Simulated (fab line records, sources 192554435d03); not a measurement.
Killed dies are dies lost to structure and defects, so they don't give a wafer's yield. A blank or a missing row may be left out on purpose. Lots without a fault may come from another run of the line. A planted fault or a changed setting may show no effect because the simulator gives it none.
Chamber matching | flow n5_finfet | N5_BEOL_M3_ALD_98 on ald_sin-03: 4 sister chambers
The step deposits SiO2, target thk 2.5 nm, pulse time 1 s, co reactant pulse time 1 s. 4 wafers are shown with their chamber, then 9 later ones without.

WAFERS WITH THEIR CHAMBER
wafer  | chamber | heater_power_w (W)
L085.6 | 0       | 78
L087.1 | 1       | 66
L087.2 | 3       | 86
L087.3 | 2       | 72

WAFERS WITHOUT THEIR CHAMBER
wafer  | heater_power_w (W)
L087.4 | 78
L087.5 | 88
L087.6 | 73
L089.2 | 87
L089.5 | 73
L089.6 | 86
L095.1 | 68
L095.2 | 73
L095.4 | 88

WHICH CHAMBER EACH WENT THROUGH
wafer  | from the rows above     | in truth
L087.4 | 0                       | 0
L087.5 | 3                       | 3
L087.6 | 2                       | 2
L089.2 | 3                       | 3
L089.5 | 2                       | 2
L089.6 | 3                       | 3
L095.1 | can't be placed: 1 or 2 | 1
L095.2 | 2                       | 2
L095.4 | 3                       | 3
Placed correctly: 8 of 9. Can't be placed from these rows: 1 (the true chamber is among the candidates in 1). Placed wrongly: 0.
How it was worked out, from the rows above alone: a wafer's distance from a chamber is the root of the sum, over the readings, of the square of ((its reading less the chamber's mean) divided by the reading's scatter). The wafer belongs to the nearest chamber; if the next one is less than 2 further off, it can't be placed. A chamber's mean is the mean of its shown wafers. The scatter: with one shown wafer a chamber, the root of the mean of the squares of how far each hidden wafer lies from its nearest shown one.
